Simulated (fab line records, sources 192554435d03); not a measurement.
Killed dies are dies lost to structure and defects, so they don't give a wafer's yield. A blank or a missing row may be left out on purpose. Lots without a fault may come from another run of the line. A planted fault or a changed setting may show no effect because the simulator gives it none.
A struck lot beside a sound one | flow n5_finfet | 37 steps out of a route of 1938
Sound: wafers L864.2, L864.3, L864.4. Struck: wafer L856.2. (L856.4, L856.6 of the same lot were not struck and are left out.) The cause comes at the end.
At each step with rows: each side's tool, then ch and its chambers, then its first start. Under that, the readings that differ: sound wafers | struck wafers | difference of the means | sigmas: that difference in standard deviations of wafers without a fault.
alike: readings whose means differ by less than 2 such deviations, and words and numbers that are the same on both sides. not compared: withheld readings, readings that some wafer has no value for, bounds like >300 that may hide the same value, and numbers for which the record gives no deviation and whose values overlap.
The two part at a step that has a row with sigmas, a row that says differs or no value, or rows on one side only. Numbers that don't overlap but have no deviation are shown without sigmas and don't part them. A reading that every wafer of one side lacks parts them only if that side has two wafers or more.

first, 9 steps without rows for these wafers: N5_BEOL_M4_ANNEAL_95 (time 240 s); N5_BEOL_M4_SPUTTER_96 (material Cu, target thk 4.5 nm, time 8.29 s); N5_BEOL_M4_ECD_50 (material Cu, target thk 300 nm); N5_BEOL_M4_ANNEAL_51 (time 90 s); N5_BEOL_M4_CMP_52 (polishes, stops on SiOC, t overpolish 6.8 s, target thk 40 nm); N5_BEOL_M4_PRE_CLEAN_60 (time 15 s); N5_BEOL_M4_CO_CAP_55 (material Co, precursor CCTBA/H2, target thk 2 nm, time 102.1 s); N5_BEOL_M4_PRE_CLEAN_56 (time 15 s); N5_BEOL_M4_DEP_57 (deposits SiCN from 3MS/NH3, target thk 8 nm, time 14 s).
N5_BEOL_M4_RC_MEAS_101:
  sound on prober-02 ch 0, day 13 14:48; struck on prober-01 ch 0, day 11 12:42
  alike: DIBL_N, DIBL_P, IOFF_N, IOFF_P, ION_N, ION_P, SS_N, SS_P, VT_N, VT_P
then, 24 steps without rows for these wafers: N5_BEOL_M5_ILD_DEP_00 (deposits SiCOH lowk from DEMS/porogen, target thk 140.64 nm, time 25.9 s); N5_BEOL_M5_CURE_79 (cures SiCOH lowk, time 240 s); N5_BEOL_M5_PECVD_70 (deposits SiO2 from TEOS/O2, target thk 16 nm, time 18 s); N5_BEOL_M5_HM_DEP_02 (deposits TiN, target thk 20 nm); N5_BEOL_M5_COAT_59 (time 60 s, resist thk 60 nm); N5_BEOL_M5_COAT_60 (time 60 s, resist thk 12 nm); N5_BEOL_M5_COAT_71 (time 60 s, resist thk 5 nm); N5_BEOL_M5_COAT_05 (resist thk 30 nm); N5_BEOL_M5_EBR_07; N5_BEOL_M5_SOFTBAKE_06 (time 60 s); N5_BEOL_M5_EXPOSE_08 (exposes mask M5, target cd 28 nm); N5_BEOL_M5_PEB_09 (peb time 60 s); N5_BEOL_M5_DEVELOP_10 (develop time 30 s); N5_BEOL_M5_DESCUM_16 (chemistry O2, time 7 s); N5_BEOL_M5_ETCH_72 (etches underlayer in N2/H2, target depth 6.5 nm, time 5.2 s); N5_BEOL_M5_ETCH_61 (etches SiARC in CF4, target depth 15.6 nm, time 26 s); N5_BEOL_M5_ETCH_62 (etches SOC in N2/H2, target depth 75 nm, overetch 15 nm, time 112.5 s); N5_BEOL_M5_STRIP_63 (strips in N2/H2); N5_BEOL_M5_STRIP_73 (strips in N2/H2); N5_BEOL_M5_STRIP_64 (strips in CF4); N5_BEOL_M5_HM_OPEN_17 (chemistry Cl2/BCl3, target TiN, target depth 20 nm, overetch 6 nm); N5_BEOL_M5_STRIP_19 (strips in O2); N5_BEOL_M5_COAT_65 (time 60 s, resist thk 60 nm); N5_BEOL_M5_COAT_66 (time 60 s, resist thk 12 nm).
N5_BEOL_M9_ETCH_62: etches SOC in N2/H2, target depth 110 nm, overetch 22 nm, time 165 s.
  sound on rie_diel-02 ch 0,1,2, day 15 05:47; struck on rie_diel-03 ch 3, day 13 08:25
  reading                                    | sound             | struck | difference | sigmas
  rf_hours_counter_h (h)                     | 191 201 15        | 234    | +98        |
  model.SiARC_of_BEOL_M9_COAT_60.thk_nm (nm) | 23.4 23.6 23.2    | 25.2   | +1.8       |
  model.etch.depth_nm (nm)                   | 99.54 99.49 99.46 | 98.42  | -1.08      |
  alike: drypump_motor_current_A, h2_flow_sccm, oes_product_au, rf_fwd_power_W, rf_vpp_V, showerhead_plenum_p_Torr, throttle_valve_pct
N5_BEOL_M9_OCD_MEAS_38:
  sound on ocd-02, day 15 08:10; struck on ocd-01, day 13 09:52
  reading              | sound             | struck | difference | sigmas
  trench_depth_nm (nm) | 154.0 153.1 151.9 | 103.3  | -49.7      | -18
-- the record jumps here: 3 days lie between the struck wafers' starts before and after (it left off in module BEOL_M9 and takes up again in module PASSIVATION, whose first step shown is number 1936 of the route) --
N5_PASSIVATION_PROBE_49:
  the record has rows for the struck wafers here (prober-02, day 16 04:32) and none for the sound ones

WHERE THEY PART
First at N5_BEOL_M9_OCD_MEAS_38; last, within this record, at N5_PASSIVATION_PROBE_49.

WHY: what the simulator had put in
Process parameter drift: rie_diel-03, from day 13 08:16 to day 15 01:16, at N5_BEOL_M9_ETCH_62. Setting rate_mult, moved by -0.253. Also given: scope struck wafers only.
